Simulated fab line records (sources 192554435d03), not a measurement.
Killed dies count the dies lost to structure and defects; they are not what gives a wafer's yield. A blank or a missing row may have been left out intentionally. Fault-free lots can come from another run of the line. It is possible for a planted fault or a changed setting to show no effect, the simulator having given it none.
fab line records	flow n5_finfet
record: lots: 7	wafers: 21
route steps=1938 shown WELL_APT@25 FIN_SAQP@100 DUMMY_GATE@222 SD_EPI_N@267
start_h: hours from the record's opening day to when the first of the lot's shown wafers began	wait_h: how many hours have passed since the lot's step before this one	" the same as in the row above	L1.1+2: a row that stands for several wafers	- no value, or no start given	* or withheld: withheld	< > ~ a bound
route shown NAME@n: NAME is a module with steps in the file, n the number in the route of the first one	usual: mean/standard deviation of fault-free wafers	same: alike in all rows	chamber/n: place in a boat	sites: readings site by site	_std_site: standard deviation across them	_edge_site: the outer-site mean with the inner-site mean subtracted	radius_mm: how far each site lies from the wafer's centre	mask NAME#n: copy n	behind: tool/chamber where the wafer was last shaped	hold: cause of the lot's hold/its duration in hours/its outcome	device: transistor that didn't switch, given as n, p or np	end of line: at the end of the route, the tests of the same wafers	a step with no rows: only its recipe	killed: dies that structure and defects cost at the first sort, which is not the same as the wafer's yield	map: the dies of a wafer, with x for killed, . for not killed, _ for no die there
set.NAME: the run value of the setting; set.NAME@STEP: its run value at that earlier step	model.NAME: the simulator's own value behind a step, which no gauge read
lots where settings were altered on purpose, with a table for each step and a row for each wafer
== steps ==
step: N5_WELL_APT_PEB_06
recipe: peb_temp_c: 130	peb_time_s: 90
lot.wafer	tool	chamber	start_h	wait_h	set.peb_time_s
L075.1+2	litho_track-05	0	19.61	0.1	81.04
L075.5	"	0	"	"	90
L082.1+2+4	litho_track-01	0	61.57	0.1	90
L087.3+6	litho_track-01	0	91.67	0.0	90
L087.5	"	0	"	"	72.96
L090.4+5+6	litho_track-02	0	109.57	0.0	90
L091.3+5	litho_track-01	0	115.44	0.0	79.7
L091.4	"	0	"	"	90
L092.1+4+5	litho_track-02	0	121.44	0.1	90
L097.3+5	litho_track-02	0	151.76	0.0	90
L097.4	"	0	"	"	80.61
step: N5_WELL_APT_DEVELOP_07
recipe: develop_time_s: 45	rinse_liquid: surfactant_rinse	dry: air_spin	dev_temp_c: 21
step: N5_WELL_APT_HARDBAKE_12
recipe: temp_c: 130	time_s: 120
step: N5_WELL_APT_CD_MEAS_08
recipe: target_cd_nm: 200	landing_energy_ev: 500	detector: se_inlens
usual: cd_nm: 201/3.1
lot.wafer	tool	chamber	start_h	wait_h	set.peb_time_s@WELL_APT_PEB_06	cd_nm
L075.1	cd_sem-01	0	19.72	-	81.04	199
L075.2	"	0	"	"	81.04	196
L075.5	"	0	"	"	90	202
L082.1	cd_sem-03	0	61.68	-	90	200
L082.2	"	0	"	"	90	198
L082.4	"	0	"	"	90	198
L087.3	cd_sem-03	0	91.79	-	90	199
L087.5	"	0	"	"	72.96	189
L087.6	"	0	"	"	90	197
L090.4	cd_sem-01	0	109.69	-	90	204
L090.5	"	0	"	"	90	204
L090.6	"	0	"	"	90	205
L091.3	cd_sem-01	0	115.56	-	79.7	193
L091.4	"	0	"	"	90	198
L091.5	"	0	"	"	79.7	194
L092.1	cd_sem-02	0	121.56	-	90	203
L092.4	"	0	"	"	90	205
L092.5	"	0	"	"	90	206
L097.3	cd_sem-02	0	151.88	-	90	205
L097.4	"	0	"	"	80.61	200
L097.5	"	0	"	"	90	205
step: N5_WELL_APT_DESCUM_13
recipe: chemistry: O2	time_s: 7.9	source_power_w: 50	bias_power_w: 20	pressure_mtorr: 20	rf_frequency_hz: 2.712e+07	temp_c: 40	o2_flow_sccm: 225
lot.wafer	tool	chamber	start_h	wait_h	set.time_s	set.peb_time_s@WELL_APT_PEB_06	model.WELL_APT.cd_nm
L075.1	rie_diel-01	3	19.81	0.0	7.226	81.04	198.8
L075.2	"	0	"	"	7.226	81.04	196
L075.5	"	1	"	"	7.9	90	201.9
L082.1	rie_diel-04	3	61.92	0.2	7.9	90	200
L082.2	"	0	"	"	7.9	90	198.2
L082.4	"	2	"	"	7.9	90	198.1
L087.3	rie_diel-01	0	91.88	0.0	7.9	90	198.6
L087.5	"	3	"	"	7.9	72.96	188.7
L087.6	"	0	"	"	7.9	90	197.6
L090.4	rie_diel-01	2	109.77	0.0	7.9	90	204.2
L090.5	"	3	"	"	7.9	90	204.1
L090.6	"	0	"	"	7.9	90	205.1
L091.3	rie_diel-01	1	115.77	0.2	7.9	79.7	193.1
L091.4	"	2	"	"	6.542	90	197.3
L091.5	"	0	"	"	6.542	79.7	194
L092.1	rie_diel-05	1	121.65	0.0	9.613	90	202.8
L092.4	"	0	"	"	7.9	90	205.6
L092.5	"	2	"	"	7.9	90	205.8
L097.3	rie_diel-01	2	152.06	0.1	7.9	90	204.9
L097.4	"	3	"	"	7.9	80.61	200.5
L097.5	"	3	"	"	8.416	90	204.4
step: N5_FIN_SAQP_PECVD_06
recipe: material: a-Si	target_thk_a: 600	temp_c: 400	precursor: SiH4/He	pressure_torr: 3	rf_w: 100	time_s: 48.1
lot.wafer	tool	chamber	start_h	wait_h	set.time_s	model.a-Si_of_FIN_SAQP_PECVD_06.thk_nm
L075.1	pecvd-04	0	27.05	0.0	48.1	60.46
L075.2	"	1	"	"	48.1	59.14
L075.5	"	0	"	"	48.1	61.37
L082.1	pecvd-01	2	69.73	0.0	48.1	59.16
L082.2	"	0	"	"	48.1	59.75
L082.4	"	0	"	"	48.1	60.06
L087.3	pecvd-04	1	99.95	0.0	48.1	58.24
L087.5	"	0	"	"	48.1	60.42
L087.6	"	2	"	"	41.72	52.2
L090.4	pecvd-04	2	118.02	0.0	48.1	60.4
L090.5	"	0	"	"	48.1	59.66
L090.6	"	1	"	"	45.14	55.1
L091.3	pecvd-01	1	122.86	0.0	53.09	64.71
L091.4	"	2	"	"	48.1	59.19
L091.5	"	0	"	"	48.1	58.59
L092.1	pecvd-02	2	129.03	0.0	48.1	58.7
L092.4	"	0	"	"	48.1	59.28
L092.5	"	1	"	"	48.1	59.35
L097.3	pecvd-04	2	163.09	0.0	48.1	59.06
L097.4	"	0	"	"	48.1	61.46
L097.5	"	2	"	"	48.1	60.44
step: N5_FIN_SAQP_THK_MEAS_07
usual: thk_nm: 59.4/0.77
lot.wafer	tool	chamber	start_h	wait_h	set.time_s@FIN_SAQP_PECVD_06	thk_nm
L075.1	film_metro-02	-	27.17	0.1	48.1	60.5
L075.2	"	-	"	"	48.1	59.1
L075.5	"	-	"	"	48.1	61.3
L082.1	film_metro-02	-	69.82	0.1	48.1	59.2
L082.2	"	-	"	"	48.1	59.8
L082.4	"	-	"	"	48.1	60.1
L087.3	film_metro-01	-	100.04	0.1	48.1	58.3
L087.5	"	-	"	"	48.1	60.4
L087.6	"	-	"	"	41.72	52.2
L090.4	film_metro-01	-	118.09	0.0	48.1	60.4
L090.5	"	-	"	"	48.1	59.6
L090.6	"	-	"	"	45.14	55.2
L091.3	film_metro-02	-	122.95	0.1	53.09	64.7
L091.4	"	-	"	"	48.1	59.2
L091.5	"	-	"	"	48.1	58.6
L092.1	film_metro-02	-	129.11	0.1	48.1	58.7
L092.4	"	-	"	"	48.1	59.3
L092.5	"	-	"	"	48.1	59.3
L097.3	film_metro-01	-	163.18	0.1	48.1	59.1
L097.4	"	-	"	"	48.1	61.4
L097.5	"	-	"	"	48.1	60.5
step: N5_FIN_SAQP_DEVELOP_15
recipe: develop_time_s: 30	developer: TMAH	resist: CAR-ArF	dev_temp_c: 23	rinse_liquid: diw	dry: air_spin
lot.wafer	tool	chamber	start_h	wait_h	set.develop_time_s
L075.1+2+5	litho_track-01	0	-	-	30
L082.1+2+4	litho_track-03	0	-	-	30
L087.3+5	litho_track-03	0	-	-	30
L087.6	"	0	"	"	24.67
L090.4	litho_track-03	0	-	-	30
L090.5+6	"	0	"	"	25.01
L091.3	litho_track-05	0	-	-	30
L091.4+5	"	0	"	"	32.42
L092.1+4	litho_track-05	0	-	-	30
L092.5	"	0	"	"	34.38
L097.3+5	litho_track-05	0	-	-	30
L097.4	"	0	"	"	33.58
step: N5_FIN_SAQP_HM_OPEN_73
recipe: chemistry: CHF3/O2	target: SiO2	stop_on: a-Si	target_depth_a: 120	over_etch_frac: 1.8	mask_material: SOC	time_s: 16.8	pressure_mtorr: 30	source_w: 650	bias_w: 170	Ar_flow_sccm: 200	CHF3_flow_sccm: 50	O2_flow_sccm: 5	ion_energy_ev: 200	ends: end_point
step: N5_FIN_SAQP_STRIP_74
recipe: chemistry: CHF3/O2	resist: SiARC	rf_frequency_hz: 6e+07
step: N5_FIN_SAQP_MANDREL_ETCH_22
recipe: target_depth_a: 600	chemistry: HBr/Cl2	target: a-Si	stop_on: SiNx	bt_time_s: 10	over_etch_frac: 0.5	time_s: 30	pressure_mtorr: 10	icp_w: 800	bias_w: 75	HBr_flow_sccm: 150	Cl2_flow_sccm: 80	ends: end_point
lot.wafer	tool	chamber	start_h	wait_h	set.time_s@FIN_SAQP_PECVD_06	model.etch.depth_nm
L075.1	rie_si-05	2	27.94	0.0	48.1	60.46
L075.2	"	1	"	"	48.1	59.06
L075.5	"	2	"	"	48.1	61.29
L082.1	rie_si-01	0	70.56	0.0	48.1	59.09
L082.2	"	2	"	"	48.1	59.75
L082.4	"	3	"	"	48.1	60.06
L087.3	rie_si-01	3	100.91	0.0	48.1	58.24
L087.5	"	2	"	"	48.1	60.34
L087.6	"	1	"	"	41.72	52.2
L090.4	rie_si-01	0	118.82	0.0	48.1	60.4
L090.5	"	1	"	"	48.1	59.66
L090.6	"	2	"	"	45.14	55.05
L091.3	rie_si-01	2	123.83	0.0	53.09	64.71
L091.4	"	0	"	"	48.1	59.19
L091.5	"	1	"	"	48.1	58.59
L092.1	rie_si-01	1	130.00	0.0	48.1	58.68
L092.4	"	3	"	"	48.1	59.28
L092.5	"	2	"	"	48.1	59.35
L097.3	rie_si-01	3	163.92	0.0	48.1	59.05
L097.4	"	0	"	"	48.1	61.38
L097.5	"	3	"	"	48.1	60.43
step: N5_FIN_SAQP_STRIP_55
recipe: chemistry: N2/H2	power_w: 500	temp_c: 40	pressure_mtorr: 50	rf_frequency_hz: 6e+07	overash_fraction: 0.3	bias_power_w: 28	h2_frac: 0.5	n2_flow_sccm: 300	h2_flow_sccm: 300
step: N5_FIN_SAQP_STRIP_23
recipe: chemistry: SPM	time_s: 750	temp_c: 130	h2so4_h2o2_vol_ratio: 4
step: N5_FIN_SAQP_RECESS_75
recipe: chemistry: HF/NH3	target: SiO2	target_depth_a: 144	afs_cycles: 3	temp_c: 30	sublimation_temp_c: 180	sublimation_time_s: 60
step: N5_FIN_SAQP_SPACER1_ALD_24
recipe: material: SiO2	target_thk_a: 203	temp_c: 300	ald_precursor_family: BDEAS	ald_co_reactant: O2-plasma	pulse_time_s: 1	purge_time_s: 2	co_reactant_purge_time_s: 2	ald_cycles: 218	pressure_torr: 2
step: N5_FIN_SAQP_SPACER1_ETCHBACK_25
recipe: chemistry: CHF3/O2	mode: anisotropic_etchback	target: SiO2	target_depth_a: 244	time_s: 12.2	pressure_mtorr: 30	source_w: 650	bias_w: 170	Ar_flow_sccm: 200	CHF3_flow_sccm: 50	O2_flow_sccm: 5	ion_energy_ev: 200
lot.wafer	tool	chamber	start_h	wait_h	set.time_s@FIN_SAQP_PECVD_06	model.a-Si_of_FIN_SAQP_PECVD_06.thk_nm
L075.1	rie_diel-01	1	29.46	0.4	48.1	59.6
L075.2	"	2	"	"	48.1	58.2
L075.5	"	0	"	"	48.1	60.4
L082.1	rie_diel-01	0	72.10	0.4	48.1	58.2
L082.2	"	3	"	"	48.1	58.8
L082.4	"	2	"	"	48.1	59.2
L087.3	rie_diel-05	1	102.64	0.4	48.1	57.2
L087.5	"	1	"	"	48.1	59.4
L087.6	"	2	"	"	41.72	51.4
L090.4	rie_diel-05	0	121.28	0.5	48.1	59.4
L090.5	"	0	"	"	48.1	58.8
L090.6	"	3	"	"	45.14	54.2
L091.3	rie_diel-05	1	126.18	0.4	53.09	63.8
L091.4	"	0	"	"	48.1	58.2
L091.5	"	3	"	"	48.1	57.6
L092.1	rie_diel-01	1	131.64	0.5	48.1	57.8
L092.4+5	"	2	"	"	48.1	58.4
L097.3	rie_diel-04	0	165.48	0.4	48.1	58.2
L097.4	"	2	"	"	48.1	60.4
L097.5	"	2	"	"	48.1	59.4
step: N5_DUMMY_GATE_COAT_34
recipe: resist: SOC	temp_c: 250	time_s: 60	spin_rpm: 1500	resist_thk_nm: 60
lot.wafer	tool	chamber	start_h	wait_h	set.spin_rpm	model.SOC_of_DUMMY_GATE_COAT_34.thk_nm
L075.1	litho_track-04	0	50.43	0.0	1500	59.8
L075.2+5	"	0	"	"	1571	58.6
L082.1+2+4	litho_track-05	0	94.44	0.0	1500	60
L087.3+5+6	litho_track-04	0	124.11	0.0	1500	59.6
L090.4	litho_track-04	0	143.48	0.0	1500	60.2
L090.5	"	0	"	"	1392	62.4
L090.6	"	0	"	"	1500	60
L091.3	litho_track-03	0	147.07	0.0	1344	63.6
L091.4	"	0	"	"	1500	60.2
L091.5	"	0	"	"	1344	63.4
L092.1	litho_track-03	0	153.35	0.0	1500	60.2
L092.4+5	"	0	"	"	1370	62.8
L097.3	litho_track-05	0	188.40	0.0	1500	59.8
L097.4+5	"	0	"	"	1573	58.4
step: N5_DUMMY_GATE_COAT_09
recipe: resist: CAR-EUV	spin_rpm: 1500	resist_thk_nm: 30
lot.wafer	tool	chamber	start_h	wait_h	set.spin_rpm	model.CAR-EUV_of_DUMMY_GATE_COAT_09.thk_nm
L075.1+2+5	litho_track-04	0	-	-	1500	29.8
L082.1+2+4	litho_track-05	0	-	-	1500	30
L087.3	litho_track-04	0	-	-	1580	29
L087.5	"	0	"	"	1500	29.8
L087.6	"	0	"	"	1580	29.2
L090.4+5	litho_track-04	0	-	-	1353	31.6
L090.6	"	0	"	"	1500	30
L091.3+4	litho_track-03	0	-	-	1500	30
L091.5	"	0	"	"	1444	30.6
L092.1+4	litho_track-03	0	-	-	1500	29.8
L092.5	"	0	"	"	1659	28.6
L097.3+5	litho_track-05	0	-	-	1375	31.2
L097.4	"	0	"	"	1500	30
step: N5_DUMMY_GATE_EBR_11
recipe: solvent: PGMEA	ebr_width_mm: 1.5
step: N5_DUMMY_GATE_SOFTBAKE_10
recipe: temp_c: 110	time_s: 60	resist: CAR-EUV
step: N5_DUMMY_GATE_EXPOSE_12
recipe: mask_id: GATE	na: 0.33	source_shape: annular	sigma_inner: 0.2	sigma_outer: 0.6	polarization: unpolarized	target_cd_nm: 25	dose_mj: 34
step: N5_DUMMY_GATE_PEB_13
recipe: peb_temp_c: 100	peb_time_s: 60	resist: CAR-EUV
step: N5_DUMMY_GATE_DEVELOP_14
recipe: develop_time_s: 30	developer: TMAH	resist: CAR-EUV	rinse_liquid: surfactant_rinse	dry: air_spin	dev_temp_c: 23
lot.wafer	tool	chamber	start_h	wait_h	set.spin_rpm@DUMMY_GATE_COAT_09	model.CAR-EUV_of_DUMMY_GATE_COAT_09.thk_nm
L075.1	litho_track-03	0	-	-	1500	29.2
L075.2+5	"	0	"	"	1500	29.4
L082.1+2+4	litho_track-05	0	-	-	1500	29.6
L087.3+6	litho_track-04	0	-	-	1580	28.6
L087.5	"	0	"	"	1500	29.4
L090.4	litho_track-05	0	-	-	1353	31
L090.5	"	0	"	"	1353	31.2
L090.6	"	0	"	"	1500	29.6
L091.3+4	litho_track-05	0	-	-	1500	29.6
L091.5	"	0	"	"	1444	30
L092.1+4	litho_track-05	0	-	-	1500	29.4
L092.5	"	0	"	"	1659	28
L097.3+5	litho_track-04	0	-	-	1375	30.8
L097.4	"	0	"	"	1500	29.4
step: N5_DUMMY_GATE_DESCUM_20
recipe: chemistry: O2	time_s: 6.2	source_power_w: 50	bias_power_w: 20	pressure_mtorr: 20	rf_frequency_hz: 2.712e+07	temp_c: 40	resist: CAR-EUV	o2_flow_sccm: 225
step: N5_DUMMY_GATE_ETCH_29
recipe: chemistry: N2/H2	target: underlayer	target_depth_a: 130	ion_energy_ev: 200	pressure_mtorr: 30	source_w: 840	bias_w: 150	n2_flow_sccm: 200	h2_flow_sccm: 200
lot.wafer	tool	chamber	start_h	wait_h	set.spin_rpm@DUMMY_GATE_COAT_09	model.CAR-EUV_of_DUMMY_GATE_COAT_09.thk_nm
L075.1	rie_diel-02	2	51.28	0.0	1500	18.6
L075.2	"	1	"	"	1500	18.8
L075.5	"	0	"	"	1500	19
L082.1	rie_diel-06	1	95.10	0.0	1500	18.6
L082.2+4	"	0	"	"	1500	19
L087.3	rie_diel-03	3	124.57	0.0	1580	18.2
L087.5	"	1	"	"	1500	18.8
L087.6	"	3	"	"	1580	18.4
L090.4	rie_diel-03	3	143.95	0.0	1353	20.8
L090.5	"	2	"	"	1353	20.6
L090.6	"	1	"	"	1500	19
L091.3	rie_diel-02	2	147.66	0.0	1500	19
L091.4	"	3	"	"	1500	19.8
L091.5	"	3	"	"	1444	20.2
L092.1	rie_diel-06	2	153.89	0.0	1500	19.4
L092.4	"	0	"	"	1500	18.8
L092.5	"	3	"	"	1659	17.2
L097.3	rie_diel-03	1	188.96	0.0	1375	20.4
L097.4	"	3	"	"	1500	19.2
L097.5	"	1	"	"	1375	20.2
step: N5_DUMMY_GATE_ETCH_36
recipe: chemistry: CF4	target: SiARC	target_depth_a: 130	pressure_mtorr: 40	source_w: 545	bias_w: 36	Ar_flow_sccm: 100	cf4_flow_sccm: 100	ion_energy_ev: 80
lot.wafer	tool	chamber	start_h	wait_h	set.spin_rpm@DUMMY_GATE_COAT_09	model.CAR-EUV_of_DUMMY_GATE_COAT_09.thk_nm
L075.1+2	rie_diel-02	2,1	51.32	0.0	1500	11.2
L075.5	"	0	"	"	1500	11.6
L082.1	rie_diel-06	1	95.14	0.0	1500	10.6
L082.2+4	"	0	"	"	1500	11.4
L087.3	rie_diel-03	3	124.61	0.0	1580	10.8
L087.5	"	1	"	"	1500	11.2
L087.6	"	3	"	"	1580	11
L090.4	rie_diel-03	3	143.99	0.0	1353	13.6
L090.5	"	2	"	"	1353	13.2
L090.6	"	1	"	"	1500	11.4
L091.3	rie_diel-02	2	147.70	0.0	1500	11.6
L091.4	"	3	"	"	1500	13
L091.5	"	3	"	"	1444	13.4
L092.1	rie_diel-06	2	153.93	0.0	1500	12.2
L092.4	"	0	"	"	1500	11.4
L092.5	"	3	"	"	1659	9.4
L097.3+5	rie_diel-03	1	189.00	0.0	1375	12.8
L097.4	"	3	"	"	1500	11.8
step: N5_DUMMY_GATE_ETCH_37
recipe: chemistry: N2/H2	target: SOC	target_depth_a: 600	overetch_a: 300	temp_c: 40	ion_energy_ev: 200	pressure_mtorr: 30	source_w: 840	bias_w: 150	n2_flow_sccm: 200	h2_flow_sccm: 200
lot.wafer	tool	chamber	start_h	wait_h	set.spin_rpm@DUMMY_GATE_COAT_34	model.etch.depth_nm
L075.1	rie_diel-02	2	51.36	0.0	1500	59.89
L075.2	"	1	"	"	1571	58.69
L075.5	"	0	"	"	1571	58.63
L082.1	rie_diel-06	1	95.18	0.0	1500	59.91
L082.2	"	0	"	"	1500	60.07
L082.4	"	0	"	"	1500	59.94
L087.3	rie_diel-03	3	124.65	0.0	1500	59.6
L087.5	"	1	"	"	1500	59.66
L087.6	"	3	"	"	1500	59.56
L090.4	rie_diel-03	3	144.03	0.0	1500	60.17
L090.5	"	2	"	"	1392	62.49
L090.6	"	1	"	"	1500	60.02
L091.3	rie_diel-02	2	147.74	0.0	1344	63.53
L091.4	"	3	"	"	1500	60.11
L091.5	"	3	"	"	1344	63.36
L092.1	rie_diel-06	2	153.97	0.0	1500	60.23
L092.4	"	0	"	"	1370	62.75
L092.5	"	3	"	"	1370	62.87
L097.3	rie_diel-03	1	189.04	0.0	1500	59.84
L097.4+5	"	3,1	"	"	1573	58.44
step: N5_SD_EPI_N_EXPOSE_06
recipe: mask_id: SD_N_BLK	na: 1.35	source_shape: conventional	sigma_outer: 0.8	polarization: unpolarized	target_cd_nm: 120	dose_mj: 39.75
lot.wafer	tool	chamber	start_h	wait_h	mask	set.dose_mj
L075.1+2	arfi_scanner-01	0	54.60	-	SD_N_BLK#0	37.26
L075.5	"	0	"	"	SD_N_BLK#0	39.75
L082.1+2+4	arfi_scanner-03	0	97.20	-	SD_N_BLK#0	39.75
L087.3+5	arfi_scanner-01	0	127.01	-	SD_N_BLK#0	39.75
L087.6	"	0	"	"	SD_N_BLK#0	40.89
L090.4	arfi_scanner-02	0	146.12	-	SD_N_BLK#0	38.21
L090.5+6	"	0	"	"	SD_N_BLK#0	39.75
L091.3+4+5	arfi_scanner-02	0	149.52	-	SD_N_BLK#0	39.75
L092.1+5	arfi_scanner-02	0	155.75	-	SD_N_BLK#0	39.75
L092.4	"	0	"	"	SD_N_BLK#0	37.73
L097.3+5	arfi_scanner-02	0	191.25	-	SD_N_BLK#0	37.46
L097.4	"	0	"	"	SD_N_BLK#0	39.75
== key ==
split: step: N5_WELL_APT_PEB_06	setting: peb_time_s	stated: 90	by: wafer
response: step: N5_WELL_APT_CD_MEAS_08	reading: cd_nm	change: +0.451	per: 1%	r: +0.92
response: step: N5_WELL_APT_DESCUM_13	reading: model.WELL_APT.cd_nm	change: +0.442	per: 1%	r: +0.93
split: step: N5_WELL_APT_DESCUM_13	setting: time_s	stated: 7.9	by: wafer
response none clear
split: step: N5_FIN_SAQP_PECVD_06	setting: time_s	stated: 48.1	by: wafer
response: step: N5_FIN_SAQP_PECVD_06	reading: model.a-Si_of_FIN_SAQP_PECVD_06.thk_nm	change: +0.576	per: 1%	r: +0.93
response: step: N5_FIN_SAQP_THK_MEAS_07	reading: thk_nm	change: *	per: 1%	r: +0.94
response: step: N5_FIN_SAQP_MANDREL_ETCH_22	reading: model.etch.depth_nm	change: +0.576	per: 1%	r: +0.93
response: step: N5_FIN_SAQP_SPACER1_ETCHBACK_25	reading: model.a-Si_of_FIN_SAQP_PECVD_06.thk_nm	change: +0.569	per: 1%	r: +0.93
split: step: N5_FIN_SAQP_DEVELOP_15	setting: develop_time_s	stated: 30	by: wafer
response none clear
split: step: N5_DUMMY_GATE_COAT_34	setting: spin_rpm	stated: 1500	by: wafer
response: step: N5_DUMMY_GATE_COAT_34	reading: model.SOC_of_DUMMY_GATE_COAT_34.thk_nm	change: -0.306	per: 1%	r: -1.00
response: step: N5_DUMMY_GATE_ETCH_37	reading: model.etch.depth_nm	change: -0.309	per: 1%	r: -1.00
split: step: N5_DUMMY_GATE_COAT_09	setting: spin_rpm	stated: 1500	by: wafer
response: step: N5_DUMMY_GATE_COAT_09	reading: model.CAR-EUV_of_DUMMY_GATE_COAT_09.thk_nm	change: -0.139	per: 1%	r: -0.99
response: step: N5_DUMMY_GATE_DEVELOP_14	reading: model.CAR-EUV_of_DUMMY_GATE_COAT_09.thk_nm	change: -0.147	per: 1%	r: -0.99
response: step: N5_DUMMY_GATE_ETCH_29	reading: model.CAR-EUV_of_DUMMY_GATE_COAT_09.thk_nm	change: -0.161	per: 1%	r: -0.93
response: step: N5_DUMMY_GATE_ETCH_36	reading: model.CAR-EUV_of_DUMMY_GATE_COAT_09.thk_nm	change: -0.184	per: 1%	r: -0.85
split: step: N5_SD_EPI_N_EXPOSE_06	setting: dose_mj	stated: 39.75	by: wafer
response none in this file
